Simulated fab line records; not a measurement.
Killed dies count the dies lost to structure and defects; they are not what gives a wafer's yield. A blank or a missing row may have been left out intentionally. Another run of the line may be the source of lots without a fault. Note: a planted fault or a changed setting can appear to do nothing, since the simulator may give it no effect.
Split-lot experiment || flow n5-finfet || on a route of 1938 steps: 7 lots, 39 wafers read

== THE SPLIT ITSELF ==
At N5_BEOL_M8_ILD_DEP_00 (deposits SiCOH lowk from DEMS/porogen, target thk 179.75 nm, time 33.4 s), the setting target-thk-a was moved away from the recipe's 1797.5 angstrom on 15 of the 39 wafers read, by +21.6% to +56.9%. This setting was run at the recipe's value on the other wafers.

== BETWEEN THE SPLIT AND THE READING: the file shows 1 step in between ==
- N5_BEOL_M8_CURE_74: cures SiCOH lowk, time 240 s

== THE READING ==
M8_ILD_THK at N5_BEOL_M8_THK_MEAS_01, in nm. Typical for fault-free wafers on this fab line: 155.2 nm, with standard deviation 2.1 nm.

{"wafer": "L076.1", "tool, chamber at the split": "pecvd-02, 1", "target-thk-a as run, angstrom": 2186, "against the recipe": "+21.6%", "M8_ILD_THK, nm": 187.7, "against lot-mates on the recipe": "+31.6"}
{"wafer": "L076.2", "tool, chamber at the split": "pecvd-02, 2", "target-thk-a as run, angstrom": 2186, "against the recipe": "+21.6%", "M8_ILD_THK, nm": 189.7, "against lot-mates on the recipe": "+33.6"}
{"wafer": "L076.3", "tool, chamber at the split": "pecvd-02, 0", "target-thk-a as run, angstrom": 2186, "against the recipe": "+21.6%", "M8_ILD_THK, nm": 189.2, "against lot-mates on the recipe": "+33.1"}
{"wafer": "L076.4", "tool, chamber at the split": "pecvd-02, 2", "target-thk-a as run, angstrom": 1797.5, "against the recipe": "recipe", "M8_ILD_THK, nm": 155.6, "against lot-mates on the recipe": "-"}
{"wafer": "L076.5", "tool, chamber at the split": "pecvd-02, 0", "target-thk-a as run, angstrom": 1797.5, "against the recipe": "recipe", "M8_ILD_THK, nm": 155.9, "against lot-mates on the recipe": "-"}
{"wafer": "L076.6", "tool, chamber at the split": "pecvd-02, 1", "target-thk-a as run, angstrom": 1797.5, "against the recipe": "recipe", "M8_ILD_THK, nm": 156.8, "against lot-mates on the recipe": "-"}
{"wafer": "L080.1", "tool, chamber at the split": "pecvd-02, 1", "target-thk-a as run, angstrom": 1797.5, "against the recipe": "recipe", "M8_ILD_THK, nm": 155.8, "against lot-mates on the recipe": "-"}
{"wafer": "L080.2", "tool, chamber at the split": "pecvd-02, 0", "target-thk-a as run, angstrom": 1797.5, "against the recipe": "recipe", "M8_ILD_THK, nm": 155.8, "against lot-mates on the recipe": "-"}
{"wafer": "L080.3", "tool, chamber at the split": "pecvd-02, 2", "target-thk-a as run, angstrom": 1797.5, "against the recipe": "recipe", "M8_ILD_THK, nm": 156.6, "against lot-mates on the recipe": "-"}
{"wafer": "L080.4", "tool, chamber at the split": "pecvd-02, 1", "target-thk-a as run, angstrom": 1797.5, "against the recipe": "recipe", "M8_ILD_THK, nm": 157.9, "against lot-mates on the recipe": "-"}
{"wafer": "L080.5", "tool, chamber at the split": "pecvd-02, 2", "target-thk-a as run, angstrom": 1797.5, "against the recipe": "recipe", "M8_ILD_THK, nm": 158.4, "against lot-mates on the recipe": "-"}
{"wafer": "L080.6", "tool, chamber at the split": "pecvd-02, 0", "target-thk-a as run, angstrom": 1797.5, "against the recipe": "recipe", "M8_ILD_THK, nm": 158.5, "against lot-mates on the recipe": "-"}
{"wafer": "L079.1", "tool, chamber at the split": "pecvd-04, 2", "target-thk-a as run, angstrom": 2358, "against the recipe": "+31.2%", "M8_ILD_THK, nm": 203.2, "against lot-mates on the recipe": "+46.9"}
{"wafer": "L079.2", "tool, chamber at the split": "pecvd-04, 0", "target-thk-a as run, angstrom": 1797.5, "against the recipe": "recipe", "M8_ILD_THK, nm": 155.9, "against lot-mates on the recipe": "-"}
{"wafer": "L079.3", "tool, chamber at the split": "pecvd-04, 1", "target-thk-a as run, angstrom": 1797.5, "against the recipe": "recipe", "M8_ILD_THK, nm": 154.6, "against lot-mates on the recipe": "-"}
{"wafer": "L079.4", "tool, chamber at the split": "pecvd-04, 0", "target-thk-a as run, angstrom": 1797.5, "against the recipe": "recipe", "M8_ILD_THK, nm": 158.5, "against lot-mates on the recipe": "-"}
{"wafer": "L079.5", "tool, chamber at the split": "pecvd-04, 2", "target-thk-a as run, angstrom": 2358, "against the recipe": "+31.2%", "M8_ILD_THK, nm": 204.7, "against lot-mates on the recipe": "+48.4"}
{"wafer": "L079.6", "tool, chamber at the split": "pecvd-04, 1", "target-thk-a as run, angstrom": 2358, "against the recipe": "+31.2%", "M8_ILD_THK, nm": 206.2, "against lot-mates on the recipe": "+49.9"}
{"wafer": "L081.1", "tool, chamber at the split": "pecvd-03, 0", "target-thk-a as run, angstrom": 2788, "against the recipe": "+55.1%", "M8_ILD_THK, nm": 239.8, "against lot-mates on the recipe": "+85.8"}
{"wafer": "L081.2", "tool, chamber at the split": "pecvd-03, 2", "target-thk-a as run, angstrom": 1797.5, "against the recipe": "recipe", "M8_ILD_THK, nm": 152.4, "against lot-mates on the recipe": "-"}
{"wafer": "L081.3", "tool, chamber at the split": "pecvd-03, 1", "target-thk-a as run, angstrom": 1797.5, "against the recipe": "recipe", "M8_ILD_THK, nm": 151.9, "against lot-mates on the recipe": "-"}
{"wafer": "L081.4", "tool, chamber at the split": "pecvd-03, 0", "target-thk-a as run, angstrom": 1797.5, "against the recipe": "recipe", "M8_ILD_THK, nm": 157.8, "against lot-mates on the recipe": "-"}
{"wafer": "L081.5", "tool, chamber at the split": "pecvd-03, 1", "target-thk-a as run, angstrom": 2788, "against the recipe": "+55.1%", "M8_ILD_THK, nm": 244.3, "against lot-mates on the recipe": "+90.3"}
{"wafer": "L081.6", "tool, chamber at the split": "pecvd-03, 2", "target-thk-a as run, angstrom": 2788, "against the recipe": "+55.1%", "M8_ILD_THK, nm": 243.3, "against lot-mates on the recipe": "+89.3"}
{"wafer": "L085.1", "tool, chamber at the split": "pecvd-02, 2", "target-thk-a as run, angstrom": 2525, "against the recipe": "+40.5%", "M8_ILD_THK, nm": 219.3, "against lot-mates on the recipe": "+62.3"}
{"wafer": "L085.2", "tool, chamber at the split": "pecvd-02, 1", "target-thk-a as run, angstrom": 1797.5, "against the recipe": "recipe", "M8_ILD_THK, nm": 153.9, "against lot-mates on the recipe": "-"}
{"wafer": "L085.3", "tool, chamber at the split": "pecvd-02, 0", "target-thk-a as run, angstrom": 2525, "against the recipe": "+40.5%", "M8_ILD_THK, nm": 217.6, "against lot-mates on the recipe": "+60.6"}
{"wafer": "L085.4", "tool, chamber at the split": "pecvd-02, 2", "target-thk-a as run, angstrom": 1797.5, "against the recipe": "recipe", "M8_ILD_THK, nm": 159.7, "against lot-mates on the recipe": "-"}
{"wafer": "L085.5", "tool, chamber at the split": "pecvd-02, 1", "target-thk-a as run, angstrom": 2525, "against the recipe": "+40.5%", "M8_ILD_THK, nm": 218.1, "against lot-mates on the recipe": "+61.1"}
{"wafer": "L085.6", "tool, chamber at the split": "pecvd-02, 0", "target-thk-a as run, angstrom": 1797.5, "against the recipe": "recipe", "M8_ILD_THK, nm": 157.5, "against lot-mates on the recipe": "-"}
{"wafer": "L090.1", "tool, chamber at the split": "pecvd-02, 2", "target-thk-a as run, angstrom": 1797.5, "against the recipe": "recipe", "M8_ILD_THK, nm": 154.6, "against lot-mates on the recipe": "-"}
{"wafer": "L090.2", "tool, chamber at the split": "pecvd-02, 0", "target-thk-a as run, angstrom": 1797.5, "against the recipe": "recipe", "M8_ILD_THK, nm": 152.7, "against lot-mates on the recipe": "-"}
{"wafer": "L090.3", "tool, chamber at the split": "pecvd-02, 1", "target-thk-a as run, angstrom": 2820, "against the recipe": "+56.9%", "M8_ILD_THK, nm": 243.1, "against lot-mates on the recipe": "+88.4"}
{"wafer": "L090.4", "tool, chamber at the split": "pecvd-02, 2", "target-thk-a as run, angstrom": 2820, "against the recipe": "+56.9%", "M8_ILD_THK, nm": 246.8, "against lot-mates on the recipe": "+92.1"}
{"wafer": "L090.5", "tool, chamber at the split": "pecvd-02, 1", "target-thk-a as run, angstrom": 2820, "against the recipe": "+56.9%", "M8_ILD_THK, nm": 244.3, "against lot-mates on the recipe": "+89.6"}
{"wafer": "L090.6", "tool, chamber at the split": "pecvd-02, 0", "target-thk-a as run, angstrom": 1797.5, "against the recipe": "recipe", "M8_ILD_THK, nm": 156.8, "against lot-mates on the recipe": "-"}
{"wafer": "L095.4", "tool, chamber at the split": "pecvd-03, 0", "target-thk-a as run, angstrom": 1797.5, "against the recipe": "recipe", "M8_ILD_THK, nm": 156.4, "against lot-mates on the recipe": "-"}
{"wafer": "L095.5", "tool, chamber at the split": "pecvd-03, 2", "target-thk-a as run, angstrom": 1797.5, "against the recipe": "recipe", "M8_ILD_THK, nm": 155.1, "against lot-mates on the recipe": "-"}
{"wafer": "L095.6", "tool, chamber at the split": "pecvd-03, 0", "target-thk-a as run, angstrom": 1797.5, "against the recipe": "recipe", "M8_ILD_THK, nm": 157.7, "against lot-mates on the recipe": "-"}

THE FIT
A straight line over all 39 wafers: M8_ILD_THK changes by +1.56 nm for each +1% of target-thk-a; r = +1.00; the points scatter about the line by 1.9 nm.
The same after taking each lot's own level away (the mean of its wafers on the recipe; 39 wafers): +1.58 nm for each +1%; r = +1.00; scatter 1.8 nm.
Per that fit: largest target-thk-a move, reading shift of 90 nm.
From 154.03 to 157.17 nm: that is the span of the lots' own levels, equal to 1.5 times the standard deviation above.
The two slopes agree, so the slope changes little with the lot-to-lot level.
Check: with one of the wafers moved furthest among these (+56.9%) left out of the fit, the line predicts +89.6 nm for it against its lot-mates. Against them it came out at +88.4 nm.

== ADDITIONAL SPLITS CARRIED BY THESE WAFERS ==
Other splits were also applied to these wafers ahead of the reading. Each is held against what the fit with the lots' levels taken away leaves over:
{"other split on the same wafers": "N5_ZERO_LAYER_PECVD_02 time-s", "wafers away from the commonest value": 18, "r with M8_ILD_THK (lot level and that fit taken away)": -0.28}
{"other split on the same wafers": "N5_PMOS_HMC_CHANNEL_EPI_DESCUM_14 time-s", "wafers away from the commonest value": 18, "r with M8_ILD_THK (lot level and that fit taken away)": -0.08}
{"other split on the same wafers": "N5_ILD0_PRECLEAN_10 time-s", "wafers away from the commonest value": 18, "r with M8_ILD_THK (lot level and that fit taken away)": -0.26}
{"other split on the same wafers": "N5_MOL_CONTACT_COAG_PRECLEAN_111 time-s", "wafers away from the commonest value": 12, "r with M8_ILD_THK (lot level and that fit taken away)": -0.02}
{"other split on the same wafers": "N5_BEOL_M1_PECVD_72 time-s", "wafers away from the commonest value": 9, "r with M8_ILD_THK (lot level and that fit taken away)": -0.04}
{"other split on the same wafers": "N5_BEOL_M3_ETCH_70 time-s", "wafers away from the commonest value": 18, "r with M8_ILD_THK (lot level and that fit taken away)": "+0.16"}

== THE WHOLE CHAIN: every reading that the file lists as answering this split, in the file's order ==
{"step": "N5_BEOL_M8_ILD_DEP_00", "what it does": "deposits SiCOH lowk from DEMS/porogen, target thk 179.75 nm, time 33.4 s", "reading": "SiCOH_lowk_of_BEOL_M8_ILD_DEP_00.thk-nm (the simulator's own value, which no gauge read)", "change (the file's fit)": "+1.79 nm for each +1% of the setting", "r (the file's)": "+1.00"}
{"step": "N5_BEOL_M8_CURE_74", "what it does": "cures SiCOH lowk, time 240 s", "reading": "SiCOH_lowk_of_BEOL_M8_ILD_DEP_00.thk-nm (the simulator's own value, which no gauge read)", "change (the file's fit)": "+1.57 nm for each +1% of the setting", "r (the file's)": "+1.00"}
{"step": "N5_BEOL_M8_THK_MEAS_01", "what it does": "", "reading": "M8_ILD_THK", "change (the file's fit)": "+1.57 for each +1% of the setting", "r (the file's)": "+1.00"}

== THE FILE'S OWN FIT ==
M8_ILD_THK changes by +1.57 nm for each +1% of target-thk-a, r = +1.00.
